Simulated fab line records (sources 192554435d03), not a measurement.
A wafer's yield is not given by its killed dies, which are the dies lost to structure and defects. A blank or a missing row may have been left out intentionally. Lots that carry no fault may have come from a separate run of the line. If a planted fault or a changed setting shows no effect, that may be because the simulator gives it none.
fab line records	flow n5-finfet
record: lots: 7	wafers: 20	last-day: 16
route steps=1938 shown BEOL_M4@1094 PASSIVATION@1936
lots that met no fault: from a run of the same line without faults
start-h: start of the lot's first displayed wafer, in hours after the record's first day	wait-h: how many hours have passed since the lot's step before this one	" repeats the value in the row above	L1.1+2: a row that stands for several wafers	- no value, or no start was given	* or withheld: withheld	< > ~ a bound
route shown NAME@n: names a module that has steps shown in the file, with the first one's number in the route	usual: average and standard deviation across the fault-free wafers	same: alike in all rows	chamber/n: place in a boat	sites: per-site readings	_std_site: the values' standard deviation	_edge_site: inner sites' mean taken away from outer sites' mean	radius-mm: how far each site lies from the wafer's centre	mask NAME#n: copy n	behind: tool/chamber where the wafer was last shaped	hold: cause of the lot's hold/its duration in hours/its outcome	device: the n, p or np transistor that did not switch	end of line: tests run on the same wafers once the route is complete	for a step that has no rows: nothing shown but its recipe	killed: count of dies lost to structure and defects at first sort (not the wafer's yield)	map: per-die view of a wafer (x killed, . not killed, _ where there is no die)
set.NAME: the setting that was run; set.NAME@STEP: the one run at that earlier step	model.NAME: the simulator's own value behind a step, which no gauge read
certain route steps with their lots: each step a table, each wafer a row
services: the hour from which a tool's chamber was out of use, counted from the record's first day as start-h (under 0 if before that day), plus the number of hours and why
== steps ==
step: N5_BEOL_M4_SPUTTER_90
recipe: material: Cu	target-thk-a: 45	temp-c: -20	chamber-pressure-pa: 0.07	power-w: withheld	time-s: 8.29
usual: chamber-pressure-pa: 0.07/0.00013	throttle-valve-pct: 30.4/1.2
lot.wafer	tool	chamber	start-h	wait-h	chamber-pressure-pa	throttle-valve-pct
L811.2	pvd-sputter-02	-	198.07	0.1	0.06996	30.2
L811.5	"	-	"	"	0.07002	29.4
L811.6	"	-	"	"	0.06994	31.8
L816.1	pvd-sputter-01	-	222.21	0.5	0.0701	28.0
L816.4	"	-	"	"	0.07017	30.3
L816.5	"	-	"	"	0.07	30.4
L814.1	pvd-sputter-02	-	231.08	0.1	0.06986	31.5
L814.2	"	-	"	"	0.07004	29.4
L814.4	"	-	"	"	0.0699	30.4
L815.1	pvd-sputter-03	-	231.31	0.1	0.06983	29.8
L815.3	"	-	"	"	0.06989	29.6
L815.6	"	-	"	"	0.07007	32.7
L817.1	pvd-sputter-01	-	242.41	0.1	0.07026	30.4
L817.5	"	-	"	"	0.0698	31.3
L817.6	"	-	"	"	0.06992	28.1
L818.4	pvd-sputter-03	-	251.77	0.1	0.06987	29.6
L818.6	"	-	"	"	0.06995	28.9
L826.2	pvd-sputter-01	-	283.13	0.1	0.06991	31.1
L826.4	"	-	"	"	0.07025	30.0
L826.5	"	-	"	"	0.07029	30.0
step: N5_BEOL_M4_ANNEAL_91
recipe: temp-c: 400	time-s: 240	ambient: vacuum
usual: heater-power-w: 804/89
lot.wafer	tool	chamber	start-h	wait-h	heater-power-w
L811.2	pvd-sputter-02	-	198.15	0.0	819
L811.5	"	-	"	"	606
L811.6	"	-	"	"	863
L816.1	pvd-sputter-01	-	222.37	0.1	818
L816.4	"	-	"	"	644
L816.5	"	-	"	"	833
L814.1	pvd-sputter-02	-	231.16	0.0	862
L814.2	"	-	"	"	598
L814.4	"	-	"	"	843
L815.1	pvd-sputter-03	-	231.39	0.0	826
L815.3	"	-	"	"	822
L815.6	"	-	"	"	804
L817.1	pvd-sputter-01	-	242.57	0.1	823
L817.5	"	-	"	"	848
L817.6	"	-	"	"	832
L818.4	pvd-sputter-03	-	251.85	0.0	848
L818.6	"	-	"	"	896
L826.2	pvd-sputter-01	-	283.21	0.0	855
L826.4	"	-	"	"	633
L826.5	"	-	"	"	623
step: N5_BEOL_M4_SPUTTER_92
recipe: material: Cu	target-thk-a: 45	temp-c: -20	chamber-pressure-pa: 0.07	power-w: withheld	time-s: 8.29
step: N5_BEOL_M4_ANNEAL_93
recipe: temp-c: 400	time-s: 240	ambient: vacuum
step: N5_BEOL_M4_SPUTTER_94
recipe: material: Cu	target-thk-a: 45	temp-c: -20	chamber-pressure-pa: 0.07	power-w: withheld	time-s: 8.29
usual: chamber-pressure-pa: 0.06999/0.00013	throttle-valve-pct: 30.4/1.2
lot.wafer	tool	chamber	start-h	wait-h	chamber-pressure-pa	throttle-valve-pct
L811.2	pvd-sputter-02	-	198.51	0.1	0.06984	29.9
L811.5	"	-	"	"	0.06989	29.5
L811.6	"	-	"	"	0.06977	31.6
L816.1	pvd-sputter-01	-	223.09	0.1	0.06997	28.4
L816.4	"	-	"	"	0.0701	30.2
L816.5	"	-	"	"	0.06989	30.4
L814.1	pvd-sputter-02	-	231.52	0.1	0.06999	31.4
L814.2	"	-	"	"	0.06995	29.3
L814.4	"	-	"	"	0.07006	30.1
L815.1	pvd-sputter-03	-	231.75	0.1	0.06994	29.7
L815.3	"	-	"	"	0.07031	29.6
L815.6	"	-	"	"	0.06998	32.7
L817.1	pvd-sputter-01	-	243.29	0.1	0.07006	30.6
L817.5	"	-	"	"	0.07004	31.2
L817.6	"	-	"	"	0.06981	28.4
L818.4	pvd-sputter-03	-	252.21	0.1	0.06994	30.0
L818.6	"	-	"	"	0.07016	29.0
L826.2	pvd-sputter-01	-	283.57	0.1	0.06996	31.4
L826.4	"	-	"	"	0.07001	30.4
L826.5	"	-	"	"	0.0699	30.2
step: N5_BEOL_M4_ANNEAL_95
recipe: temp-c: 400	time-s: 240	ambient: vacuum
usual: heater-power-w: 804/91
lot.wafer	tool	chamber	start-h	wait-h	heater-power-w
L811.2	pvd-sputter-02	-	198.59	0.0	839
L811.5	"	-	"	"	617
L811.6	"	-	"	"	869
L816.1	pvd-sputter-01	-	223.25	0.1	806
L816.4	"	-	"	"	640
L816.5	"	-	"	"	821
L814.1	pvd-sputter-02	-	231.60	0.0	834
L814.2	"	-	"	"	595
L814.4	"	-	"	"	883
L815.1	pvd-sputter-03	-	231.83	0.0	858
L815.3	"	-	"	"	831
L815.6	"	-	"	"	770
L817.1	pvd-sputter-01	-	243.45	0.1	836
L817.5	"	-	"	"	851
L817.6	"	-	"	"	816
L818.4	pvd-sputter-03	-	252.29	0.0	829
L818.6	"	-	"	"	928
L826.2	pvd-sputter-01	-	283.65	0.0	867
L826.4	"	-	"	"	645
L826.5	"	-	"	"	621
step: N5_BEOL_M4_SPUTTER_96
recipe: material: Cu	target-thk-a: 45	temp-c: -20	chamber-pressure-pa: 0.07	power-w: withheld	time-s: 8.29
step: N5_BEOL_M4_ECD_50
recipe: material: Cu	target-thk-a: 3000
step: N5_BEOL_M4_ANNEAL_51
recipe: temp-c: 225	time-s: 90	ambient: N2
step: N5_BEOL_M4_CMP_52
recipe: stop-on: SiOC	t-overpolish-s: 6.8	down-force-psi: 1	platen-rpm: 50	clearing-platen-down-force-psi: 1.5	clearing-platen-rpm: 50	post-cmp-clean: cu-alkaline	target-thk-nm: 40	clearing-platen-pad-velocity-m-s: 0.99484	pad-velocity-m-s: 0.99484
step: N5_BEOL_M4_THK_MEAS_53
recipe: thk-meas-gauge: xrf	reads: Cu_of_BEOL_M4_ECD_50
usual: M4_THK: 40.5/1.2
lot.wafer	tool	chamber	start-h	wait-h	M4_THK[nm]
L811.2	film-metro-02	-	199.51	-	39.9
L811.5	"	-	"	"	40.1
L811.6	"	-	"	"	38.3
L816.1	film-metro-01	-	224.40	-	39.2
L816.4	"	-	"	"	41.5
L816.5	"	-	"	"	41.1
L814.1	film-metro-02	-	232.53	-	41.1
L814.2	"	-	"	"	43.0
L814.4	"	-	"	"	42.1
L815.1	film-metro-02	-	232.87	-	40.6
L815.3	"	-	"	"	41.3
L815.6	"	-	"	"	39.7
L817.1	film-metro-02	-	244.61	-	39.6
L817.5	"	-	"	"	39.1
L817.6	"	-	"	"	39.6
L818.4	film-metro-01	-	253.22	-	41.5
L818.6	"	-	"	"	39.0
L826.2	film-metro-02	-	284.59	-	39.1
L826.4	"	-	"	"	40.5
L826.5	"	-	"	"	39.5
step: N5_BEOL_M4_PRE_CLEAN_60
recipe: gas: NH3/H2	time-s: 15	temp-c: *	rf-power-w: 300
usual: heater-power-w: 87/15
lot.wafer	tool	chamber	start-h	wait-h	heater-power-w
L811.2	cvd-co-02	1	199.55	0.0	71
L811.5	"	1	"	"	73
L811.6	"	0	"	"	91
L816.1	cvd-co-02	2	224.43	0.0	91
L816.4	"	0	"	"	93
L816.5	"	1	"	"	73
L814.1	cvd-co-02	2	232.57	0.0	88
L814.2	"	1	"	"	72
L814.4	"	2	"	"	89
L815.1	cvd-co-02	2	232.95	0.1	88
L815.3	"	1	"	"	72
L815.6	"	0	"	"	93
L817.1	cvd-co-01	0	244.65	0.0	120
L817.5	"	2	"	"	77
L817.6	"	1	"	"	73
L818.4	cvd-co-02	1	253.31	0.1	71
L818.6	"	2	"	"	89
L826.2	cvd-co-01	2	284.63	0.0	75
L826.4	"	1	"	"	73
L826.5	"	2	"	"	77
step: N5_BEOL_M4_CO_CAP_55
recipe: material: Co	target-thk-a: 20	temp-c: 200	precursor: CCTBA/H2	pressure-torr: 30	time-s: 102.1
usual: heater-power-w: 239/20	run-length-s: 125.2/0.39
lot.wafer	tool	chamber	start-h	wait-h	heater-power-w	run-length-s	model.Co_of_BEOL_M4_CO_CAP_55.thk-nm
L811.2	cvd-co-02	1	199.61	0.0	217	125.4	2
L811.5	"	1	"	"	224	125.7	2
L811.6	"	0	"	"	249	125.0	1.8
L816.1	cvd-co-02	2	224.47	0.0	245	125.2	2
L816.4	"	0	"	"	246	125.2	1.8
L816.5	"	1	"	"	216	126.4	1.8
L814.1	cvd-co-02	2	232.61	0.0	238	179.8	3
L814.2	"	1	"	"	218	126.0	2.2
L814.4	"	2	"	"	238	180.1	3
L815.1	cvd-co-02	2	232.99	0.0	240	179.8	3
L815.3	"	1	"	"	218	125.6	2
L815.6	"	0	"	"	246	125.1	2
L817.1	cvd-co-01	0	244.69	0.0	278	124.8	2
L817.5	"	2	"	"	228	124.7	2
L817.6	"	1	"	"	224	124.7	2
L818.4	cvd-co-02	1	253.37	0.0	223	179.3	3
L818.6	"	2	"	"	240	125.5	2
L826.2	cvd-co-01	2	284.67	0.0	225	124.6	1.8
L826.4	"	1	"	"	224	124.8	2
L826.5	"	2	"	"	228	124.5	2
step: N5_BEOL_M4_PRE_CLEAN_56
recipe: gas: NH3	time-s: 15	temp-c: withheld	rf-power-w: 300
step: N5_BEOL_M4_RC_MEAS_101
usual: DIBL_N: 36.2/1.2	DIBL_P: 36.3/1.3	IOFF_N: 0.155/0.019	IOFF_P: 0.210/0.029	ION_N: 677/8.6	ION_P: 465/6.8	SS_N: 71.4/0.48	SS_P: 73.2/0.53	VT_N: 249.9/2.4	VT_P: -250/3.2
lot.wafer	tool	chamber	start-h	wait-h	DIBL_N[mV/V]	DIBL_P[mV/V]	IOFF_N[nA/um]	IOFF_P[nA/um]	ION_N[uA/um]	ION_P[uA/um]	SS_N[mV/dec]	SS_P[mV/dec]	VT_N[mV]	VT_P[mV]
L811.2	prober-02	0	200.03	0.2	38.0	38.4	0.185	0.254	685	472	71.4	72.6	246.1	-247
L811.5	"	0	"	"	37.1	38.0	0.169	0.241	667	463	72.7	73.4	250.9	-249
L811.6	"	0	"	"	37.2	37.1	0.164	0.226	669	467	71.2	73.3	249.6	-247
L816.1	prober-01	0	224.71	0.0	35.5	35.7	0.157	0.227	673	466	71.4	73.1	249.2	-245
L816.4	"	0	"	"	36.1	37.2	0.177	0.255	683	477	71.6	73.7	248.7	-246
L816.5	"	0	"	"	36.0	36.2	0.164	0.232	676	465	70.9	73.2	249.0	-246
L814.1	prober-01	0	232.84	0.0	36.4	37.0	0.159	0.197	686	463	71.4	73.9	250.7	-251
L814.2	"	0	"	"	35.2	35.6	0.133	0.174	665	456	71.6	73.4	254.6	-254
L814.4	"	0	"	"	35.6	36.2	0.152	0.194	684	465	70.9	73.7	253.3	-252
L815.1	prober-02	0	233.22	0.0	36.7	36.5	0.170	0.264	670	465	72.4	73.8	245.2	-243
L815.3	"	0	"	"	34.9	33.8	0.143	0.213	677	466	70.8	73.2	250.1	-249
L815.6	"	0	"	"	35.1	34.1	0.148	0.218	676	469	71.9	72.7	249.4	-246
L817.1	prober-01	0	244.92	0.0	39.0	38.6	0.199	0.271	688	471	72.1	73.6	247.0	-243
L817.5	"	0	"	"	35.3	34.6	0.131	0.211	679	472	71.0	72.2	253.8	-247
L817.6	"	0	"	"	35.7	35.3	0.140	0.217	674	466	71.4	72.3	250.8	-247
L818.4	prober-01	0	254.03	0.5	36.9	36.8	0.174	0.242	679	470	71.8	73.6	248.2	-248
L818.6	"	0	"	"	34.5	34.0	0.137	0.197	658	461	71.2	72.6	249.8	-251
L826.2	prober-02	0	285.07	0.2	35.9	36.4	0.171	0.222	679	466	71.4	73.7	246.4	-249
L826.4	"	0	"	"	34.9	35.4	0.147	0.206	673	465	71.1	73.6	248.3	-249
L826.5	"	0	"	"	34.3	34.5	0.136	0.191	675	464	71.1	72.9	251.9	-250
step: N5_PASSIVATION_PROBE_49
usual: defect-limited-yield: 91.2/1.4	killed_at_M0_to_M3: 34/10	killed_at_M4_up: 13/5.1	killed-at-contacts: 12/6.5	killed-at-front-end: 41/11	killed-at-other: 4/3.3	killed-dies: 104/16	killed-on-rim: 14/3.9	killed-open: 69/13	killed-short: 33/7	sort_bin_5_function: 5.1/0.91	sort_bin_6_memory: 3.3/0.69	sort-n-pass: 1076/16	sort-yield-pct: 91.2/1.4
same: gross-dies: 1180	killed-at-back-side: 0	sort_bin_4_leakage[%]: 0	sort_bin_8_speed[%]: 0
lot.wafer	tool	chamber	start-h	wait-h	defect-limited-yield[%]	killed_at_M0_to_M3	killed_at_M4_up	killed-at-contacts	killed-at-front-end	killed-at-other	killed-dies	killed-on-rim	killed-open	killed-short	sort_bin_5_function[%]	sort_bin_6_memory[%]	sort-n-pass	sort-yield-pct[%]
L811.2	prober-01	-	312.29	0.1	92.9	35	12	6	29	2	84	17	61	23	4.2	2.6	1096	92.9
L811.5	prober-01	-	312.44	0.2	90.8	46	14	4	42	2	108	12	74	34	5.3	3.7	1072	90.8
L811.6	prober-01	-	312.49	0.3	89.2	39	23	20	43	2	127	15	76	49	6.1	4.2	1053	89.2
L816.1	prober-01	-	328.27	0.0	94.6	32	7	4	18	3	64	7	37	25	3.7	1.4	1116	94.6
L816.4	prober-01	-	328.42	0.2	91.9	49	4	12	29	2	96	13	62	31	5.3	2.7	1084	91.9
L816.5	prober-01	-	328.47	0.2	91.9	49	12	12	22	1	96	12	63	32	4.9	3.1	1084	91.9
L815.1	prober-02	-	343.48	0.8	93.6	20	6	18	27	5	76	17	48	26	4.0	2.4	1104	93.6
L815.3	prober-02	-	343.58	0.9	91.7	19	13	22	44	0	98	16	63	33	5.9	2.1	1082	91.7
L815.6	prober-02	-	343.73	1.0	90.7	21	9	13	65	2	110	12	88	21	5.6	3.7	1070	90.7
L817.1	prober-02	-	344.00	0.0	91.9	36	14	6	40	0	96	19	65	31	4.7	3.4	1084	91.9
L817.5	prober-02	-	344.20	0.2	90.3	57	10	10	37	1	115	21	81	34	5.6	3.9	1065	90.3
L817.6	prober-02	-	344.25	0.3	88.5	54	11	5	62	4	136	22	100	35	6.7	4.6	1044	88.5
L818.4	prober-02	-	356.74	0.2	91.0	42	12	5	46	1	106	8	63	37	4.8	3.2	1074	91.0
L818.6	prober-02	-	356.84	0.3	91.0	33	15	17	40	1	106	15	89	17	6.1	2.8	1074	91.0
L826.2	prober-01	-	386.78	0.1	91.4	22	13	4	60	2	101	18	70	31	4.8	3.6	1079	91.4
L826.4	prober-01	-	386.88	0.2	91.5	26	7	5	58	4	100	8	71	29	5.5	2.7	1080	91.5
L826.5	prober-01	-	386.93	0.2	90.7	20	15	3	72	0	110	13	76	34	5.4	3.3	1070	90.7
killed by level:class
L811.2 BEOL_M2:geometric-particle:open=8 FIN_SAQP:geometric-particle:open=7 BEOL_M0_SAQP:geometric-particle:open=7 BEOL_M1:geometric-particle:open=7 MOL_CONTACT_COAG:geometric-particle:open=6 BEOL_M0_SAQP:geometric-particle:short=6 GATE_CUT:geometric-particle:short=5 STI_FIN_REVEAL:geometric-particle:open=4
L811.5 FIN_SAQP:geometric-particle:short=11 BEOL_M2:geometric-particle:open=10 BEOL_M3:geometric-particle:open=9 BEOL_M1:geometric-particle:open=8 BEOL_M0_SAQP:geometric-particle:open=7 FIN_SAQP:geometric-particle:open=6 DUMMY_GATE:geometric-particle:open=6 STI_FIN_REVEAL:geometric-particle:open=5
L811.6 MOL_CONTACT_COAG:geometric-particle:open=17 FIN_SAQP:geometric-particle:short=16 BEOL_M1:geometric-particle:open=13 FIN_SAQP:geometric-particle:open=10 BEOL_M0_SAQP:geometric-particle:short=9 BEOL_M4:geometric-particle:open=5 STARTING-WAFER:geometric-particle:open=5 GATE_CUT:geometric-particle:short=4
L816.1 BEOL_M0_SAQP:geometric-particle:open=7 BEOL_M2:geometric-particle:open=6 BEOL_M0_SAQP:geometric-particle:short=5 BEOL_M0:geometric-particle:short=4 MOL_CONTACT_COAG:geometric-particle:open=4 BEOL_M0:geometric-particle:open=4 ILD0:geometric-particle:short=3 BEOL_M2:geometric-particle:short=3
L816.4 MOL_CONTACT_COAG:geometric-particle:open=11 BEOL_M0_SAQP:geometric-particle:open=11 BEOL_M0_SAQP:geometric-particle:short=10 BEOL_M2:geometric-particle:open=10 GATE_CUT:geometric-particle:short=7 BEOL_M1:geometric-particle:open=6 FIN_SAQP:geometric-particle:open=5 STI_FIN_REVEAL:geometric-particle:open=4
L816.5 BEOL_M0_SAQP:geometric-particle:open=14 BEOL_M0_SAQP:geometric-particle:short=13 MOL_CONTACT_COAG:geometric-particle:open=9 BEOL_M2:geometric-particle:open=9 BEOL_M4:geometric-particle:open=7 FIN_SAQP:geometric-particle:open=4 BEOL_M0:geometric-particle:short=4 STI_FIN_REVEAL:geometric-particle:open=3
L815.1 MOL_CONTACT_COAG:geometric-particle:open=13 MOL_CONTACT_COAG:geometric-particle:short=5 BEOL_M1:geometric-particle:open=5 FIN_SAQP:geometric-particle:open=4 STI_FIN_REVEAL:geometric-particle:open=4 GATE_CUT:geometric-particle:short=4 BEOL_M0_SAQP:geometric-particle:open=4 ILD0:geometric-particle:short=3
L815.3 MOL_CONTACT_COAG:geometric-particle:open=18 FIN_SAQP:geometric-particle:short=11 STI_FIN_REVEAL:geometric-particle:open=11 FIN_SAQP:geometric-particle:open=5 BEOL_M2:geometric-particle:open=5 BEOL_M5:geometric-particle:open=5 ILD0:geometric-particle:open=4 MOL_CONTACT_COAG:geometric-particle:short=4
L815.6 FIN_SAQP:geometric-particle:open=23 STI_FIN_REVEAL:geometric-particle:open=22 MOL_CONTACT_COAG:geometric-particle:open=10 BEOL_M1:geometric-particle:open=7 BEOL_M2:geometric-particle:open=6 FIN_SAQP:geometric-particle:short=4 STI_FIN_REVEAL:geometric-particle:short=4 BEOL_M3:geometric-particle:open=4
L817.1 STI_FIN_REVEAL:geometric-particle:open=15 BEOL_M2:geometric-particle:open=8 BEOL_M1:geometric-particle:open=6 FIN_SAQP:geometric-particle:short=5 MOL_CONTACT_COAG:geometric-particle:open=5 BEOL_M0_SAQP:geometric-particle:open=5 FIN_SAQP:geometric-particle:open=4 BEOL_M0:geometric-particle:open=4
L817.5 STI_FIN_REVEAL:geometric-particle:open=15 BEOL_M0_SAQP:geometric-particle:open=14 BEOL_M0_SAQP:geometric-particle:short=12 BEOL_M3:geometric-particle:open=9 FIN_SAQP:geometric-particle:open=8 BEOL_M0:geometric-particle:open=8 FIN_SAQP:geometric-particle:short=6 MOL_CONTACT_COAG:geometric-particle:open=6
L817.6 STI_FIN_REVEAL:geometric-particle:open=25 FIN_SAQP:geometric-particle:open=15 BEOL_M1:geometric-particle:open=14 BEOL_M0_SAQP:geometric-particle:open=12 BEOL_M0_SAQP:geometric-particle:short=9 BEOL_M0:geometric-particle:open=8 BEOL_M3:geometric-particle:open=7 FIN_SAQP:geometric-particle:short=5
L818.4 BEOL_M1:geometric-particle:open=13 BEOL_M0_SAQP:geometric-particle:short=11 FIN_SAQP:geometric-particle:short=10 STI_FIN_REVEAL:geometric-particle:open=8 BEOL_M0_SAQP:geometric-particle:open=8 FIN_SAQP:geometric-particle:open=7 BEOL_M4:geometric-particle:open=6 HKMG_FIN:area-etch=6
L818.6 MOL_CONTACT_COAG:geometric-particle:open=16 STI_FIN_REVEAL:geometric-particle:open=12 BEOL_M4:geometric-particle:open=12 BEOL_M3:geometric-particle:open=11 BEOL_M2:geometric-particle:open=9 FIN_SAQP:geometric-particle:open=6 BEOL_M0_SAQP:geometric-particle:open=6 DUMMY_GATE:geometric-particle:open=4
L826.2 STI_FIN_REVEAL:geometric-particle:open=15 BEOL_M2:geometric-particle:open=10 FIN_SAQP:geometric-particle:short=9 FIN_SAQP:geometric-particle:open=9 DUMMY_GATE:geometric-particle:open=7 MOL_CONTACT_COAG:geometric-particle:open=4 STARTING-WAFER:geometric-particle:short=4 GATE_CUT:geometric-particle:open=3
L826.4 STI_FIN_REVEAL:geometric-particle:open=16 FIN_SAQP:geometric-particle:open=12 FIN_SAQP:geometric-particle:short=6 GATE_CUT:geometric-particle:open=6 GATE_CUT:geometric-particle:short=6 BEOL_M1:geometric-particle:open=6 BEOL_M3:geometric-particle:open=5 DUMMY_GATE:geometric-particle:open=4
L826.5 STI_FIN_REVEAL:geometric-particle:open=22 FIN_SAQP:geometric-particle:open=12 FIN_SAQP:geometric-particle:short=8 DUMMY_GATE:geometric-particle:open=6 GATE_CUT:geometric-particle:short=6 STI_FIN_REVEAL:geometric-particle:short=5 BEOL_M4:geometric-particle:short=5 BEOL_M2:geometric-particle:open=4
== services ==
tool	chamber	start-h	hours	kind
cvd-co-02	-	185.61	0.4	repair
cvd-co-02	2	198.84	5.5	repair
cvd-co-01	-	216.40	0.4	repair
cvd-co-01	-	247.49	6.9	pm
== key ==
first-sign: step: N5_BEOL_M4_CO_CAP_55	reading: run-length-s	direction: up	sigmas: 99+	usual: *	struck: *
effect none on later readings
model-effect: step: N5_BEOL_M4_CO_CAP_55	value: Co_of_BEOL_M4_CO_CAP_55.thk-nm	without: 2	struck: 3
met-at N5_BEOL_M4_CO_CAP_55
struck-wafers L814.1,L814.4,L815.1,L818.4
onset-between 224.47 232.61
fault: kind: process-parameter-drift	tool: cvd-co-02	chamber: -	onset-h: 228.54	steps: N5_BEOL_M4_CO_CAP_55	channel: time-s	offset: *	shape: step	end-h: 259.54	scope: struck-wafers-only	acts-in: *	stated: *
